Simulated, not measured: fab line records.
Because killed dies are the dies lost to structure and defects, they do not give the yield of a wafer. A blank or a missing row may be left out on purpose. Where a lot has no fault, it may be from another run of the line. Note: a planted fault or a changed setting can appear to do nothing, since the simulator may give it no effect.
Comparing a struck lot with a sound one :: flow nand-harc :: 21 out of 1302 route steps
Sound: the wafers L309.2, L309.3, L309.4. Struck: wafer L329.5. (L329.1, L329.2 of the same lot were not struck and are left out.) The cause comes at the end.
Order at every step that has rows: each side's tool, ch and its chambers, its first start. Under that, the readings that differ: sound wafers :: struck wafers :: difference of the means :: sigmas: that difference in standard deviations of wafers without a fault.
alike: words and numbers the same on both sides, and readings whose means are apart by under 2 such deviations; not compared: readings that were withheld, readings missing a value for some wafer, numbers with overlapping values and no deviation given by the record, and bounds like >300 which may hide the same value.
The two part at a step that has a row with sigmas, a row that says differs or no value, or rows on one side only. When numbers do not overlap yet have no deviation, they are printed without sigmas and do not part them. A reading that every wafer of one side lacks parts them only if that side has two wafers or more.

NHARC_A_BLC_CMP_25: polishes, t overpolish 30 s, target thk 150 nm.
  sound on cmp-04 ch 1,2,3, day 23 03:50; struck on cmp-03 ch 2, day 30 11:32
reading: edge-zone-pressure-frac
sound: 0.992 0.997 0.996
struck: 1.005
difference: +0.010
sigmas: +2
  alike: motor-current-A, overpolish-run-s, slurry-flow-ml-min, time-to-endpoint-s
next, for these wafers, 1 step has no rows: NHARC_A_BLC_SRD_27.
NHARC_A_BLC_INSPECT_28:
  sound on defect-inspect-02 at day 23 04:14; struck on defect-inspect-02 at day 30 11:53
  alike: raw-defect-count
then, 8 steps without rows for these wafers: NHARC_A_M0_DEP_00 (deposits SiOC, target thk 150 nm); NHARC_A_M0_DEHYDRATE_01 (time 120 s); NHARC_A_M0_HMDS_02 (time 30 s); NHARC_A_M0_COAT_33 (time 65 s); NHARC_A_M0_COAT_03 (resist thk 90 nm); NHARC_A_M0_SOFTBAKE_04 (time 55 s); NHARC_A_M0_EBR_05; NHARC_A_M0_EXPOSE_06 (exposes mask A M0, target cd 80 nm).
NHARC_A_M0_PEB_07: peb time 65 s.
  sound on litho-track-01 ch 0, day 23 04:58; struck on litho-track-01 ch 0, day 30 12:43
then, 1 step without rows for these wafers: NHARC_A_M0_DEVELOP_08 (develop time 35 s).
NHARC_A_M0_CD_MEAS_09 targets a cd of 80 nm.
  sound on cd-sem-02 ch 0, day 23 05:02; struck on cd-sem-02 ch 0, day 30 12:47
reading: cd-nm (nm)
sound: 78.2 78.9 78.3
struck: 82.9
difference: +4.4
sigmas: +4
NHARC_A_M0_OVL_MEAS_10: pitch 160 nm.
  sound on overlay-02 at day 23 05:08; struck on overlay-02 at day 30 12:53
  alike: overlay-x-nm, overlay-y-nm
NHARC_A_M0_INSPECT_11:
  sound on defect-inspect-02 at day 23 05:10; struck on defect-inspect-02 at day 30 12:55
reading: raw-defect-count
sound: 15 21 31
struck: 147
difference: +125
sigmas: +3
NHARC_A_M0_DESCUM_14: chemistry O2, time 3 s.
  sound on rie-diel-02 ch 0,3, day 23 05:14; struck on rie-diel-08 ch 1, day 30 12:59
reading: showerhead-plenum-p-Torr (Torr)
sound: 2.00 1.99 2.00
struck: 1.82
difference: -0.18
sigmas: -2

reading: model.A_M0.cd-nm (nm)
sound: 77.47 78.51 77.91
struck: 81.01
difference: +3.05
sigmas: 
  alike: drypump-motor-current-A, oes-product-au, rf-vpp-V, throttle-valve-pct
  not compared: rf-hours-counter-h
NHARC_A_M0_ETCH_34: etches the open film in N2/H2, target depth 40 nm, overetch 12 nm, time 43.94 s.
  sound on rie-diel-02 ch 2,3, day 23 05:20; struck on rie-diel-08 ch 1, day 30 13:04
  alike: drypump-motor-current-A, h2-flow-sccm, oes-product-au, rf-vpp-V, showerhead-plenum-p-Torr, throttle-valve-pct
  not compared: rf-hours-counter-h
NHARC_A_M0_ETCH_15: etches the open film in C4F8/Ar, target depth 150 nm, overetch 15 nm, time 82.5 s.
  sound on rie-diel-02 ch 0,2,3; struck on rie-diel-08 ch 1
reading: model.A_M0.cd-nm (nm)
sound: 77.44 78.62 77.93
struck: 81.08
difference: +3.08
sigmas: 
  alike: oes-product-au, rf-vpp-V
  not compared: rf-hours-counter-h
NHARC_A_M0_CD_MEAS_16:
  sound on cd-sem-03 at day 23 05:34; struck on cd-sem-02 at day 30 13:17
reading: cd-nm (nm)
sound: 77.2 78.5 77.8
struck: 81.2
difference: +3.4
sigmas: +3
NHARC_END_SORT_01:
  here the record holds rows for the struck wafers (prober-02 ch 0, day 32 07:08) but none for the sound ones

WHERE THEY PART
First at NHARC_A_BLC_CMP_25; last, within this record, at NHARC_END_SORT_01.

WHY: what the simulator had put in
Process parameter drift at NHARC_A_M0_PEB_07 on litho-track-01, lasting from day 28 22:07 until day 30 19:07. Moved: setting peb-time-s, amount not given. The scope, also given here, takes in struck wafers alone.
